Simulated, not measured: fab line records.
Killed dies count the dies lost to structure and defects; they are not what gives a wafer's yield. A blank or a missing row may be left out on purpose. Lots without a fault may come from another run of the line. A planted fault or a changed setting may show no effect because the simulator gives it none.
One fault seen from 3 desks || flow nandHarc || every desk sees just its own numbers, and what lay behind them comes last

FROM THE METROLOGY DESK
Lot by lot, what the gauges showed, no matter which tool ran the lot: averages of those sampled wafers that carry a number. If a lot's mean is further than 4 standard deviations from the usual mean, the lot is out of limits and carries the mark OUT (the distance appears in the brackets).
Columns: A = thkNm at NHARC_P_M0_THK_MEAS_24, usual 117.0 nm
{"lot": "L804", "first seen here": "day 6 08:54", "A": 117.2}
{"lot": "L807", "first seen here": "day 7 10:23", "A": 115.9}
{"lot": "L808", "first seen here": "day 7 16:55", "A": 119.2}
{"lot": "L809", "first seen here": "day 8 05:33", "A": 114.5}
{"lot": "L810", "first seen here": "day 8 14:52", "A": 116.8}
{"lot": "L812", "first seen here": "day 9 08:29", "A": 116.6}
{"lot": "L813", "first seen here": "day 10 08:56", "A": 116.0}
{"lot": "L814", "first seen here": "day 10 11:20", "A": 117.4}
{"lot": "L815", "first seen here": "day 10 18:09", "A": 117.6}
{"lot": "L816", "first seen here": "day 11 08:20", "A": "30.9 (-61) OUT"}
{"lot": "L817", "first seen here": "day 11 08:52", "A": "30.5 (-62) OUT"}
{"lot": "L818", "first seen here": "day 12 08:13", "A": "29.7 (-62) OUT"}
{"lot": "L819", "first seen here": "day 12 09:58", "A": 117.2}
{"lot": "L826", "first seen here": "day 15 06:38", "A": 117.1}
{"lot": "L827", "first seen here": "day 15 17:14", "A": 116.8}
Finding of this desk: L816, L817, L818 out of limits; the first was L816 at day 11 08:20, on thkNm at NHARC_P_M0_THK_MEAS_24. In limits: L804, L807, L808, L809, L810, L812, L813, L814, L815, L819, L826, L827.

FOR THE TOOL OWNER'S DESK: ecdCu-01
The tool's own readings at NHARC_P_M0_ECD_22 (material Cu, target thk 400 nm): means of the sampled wafers that have a number, for each lot that ran on this tool. If a lot's mean is further than 4 standard deviations from the usual mean, the lot is out of limits and carries the mark OUT (the distance appears in the brackets).
Columns: A = bathHeatDutyPct at NHARC_P_M0_ECD_22, usual 6.4 %; B = bathTempC at NHARC_P_M0_ECD_22, usual 24.99 C
{"lot": "L808", "first seen here": "day 7 15:53", "A": 6.8, "B": 25.06}
{"lot": "L815", "first seen here": "day 10 17:07", "A": 6.5, "B": 24.95}
{"lot": "L819", "first seen here": "day 12 08:56", "A": 6.9, "B": 25.01}
{"lot": "L826", "first seen here": "day 15 05:42", "A": 6.6, "B": 24.94}
Finding of this desk: none of the 4 lots has anything out of limits.

THE DEFECT DESK
What the inspections along the route counted, lot by lot: means of the sampled wafers that have a number. If a lot's mean is further than 4 standard deviations from the usual mean, the lot is out of limits and carries the mark OUT (the distance appears in the brackets).
Columns: A = rawDefectCount at NHARC_P_CONTACT_INSPECT_27, usual 298
{"lot": "L804", "first seen here": "day 6 05:28", "A": 375}
{"lot": "L807", "first seen here": "day 7 06:53", "A": 337}
{"lot": "L808", "first seen here": "day 7 13:38", "A": 321}
{"lot": "L809", "first seen here": "day 8 02:17", "A": 375}
{"lot": "L810", "first seen here": "day 8 11:26", "A": 164}
{"lot": "L812", "first seen here": "day 9 04:57", "A": 354}
{"lot": "L813", "first seen here": "day 10 05:31", "A": 390}
{"lot": "L814", "first seen here": "day 10 07:55", "A": 185}
{"lot": "L815", "first seen here": "day 10 14:29", "A": 332}
{"lot": "L816", "first seen here": "day 11 05:05", "A": 266}
{"lot": "L817", "first seen here": "day 11 05:28", "A": 206}
{"lot": "L818", "first seen here": "day 12 04:38", "A": 160}
{"lot": "L819", "first seen here": "day 12 06:32", "A": 335}
{"lot": "L826", "first seen here": "day 15 03:07", "A": 339}
{"lot": "L827", "first seen here": "day 15 13:17", "A": 346}
Finding of this desk: none of the 15 lots has anything out of limits.

ALL TOGETHER
At day 11 08:20 the metrology desk could have sounded an alarm, on L816, L817, L818.
Nothing out of limits was seen by the tool owner's desk.
No out-of-limits result turned up at the defect desk.
The tool owner's desk has no number on record for L816, L817, L818.
The defect desk has L816, L817, L818 on record, within its limits.
Every lot named ran NHARC_P_M0_ECD_22 on ecdCu-01.

WHAT THE SIMULATOR PUT IN
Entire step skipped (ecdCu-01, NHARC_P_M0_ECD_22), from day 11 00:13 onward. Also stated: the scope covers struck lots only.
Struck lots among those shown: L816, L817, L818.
Hours from the fault's start to each desk's first reading out of limits: the metrology desk, 8.
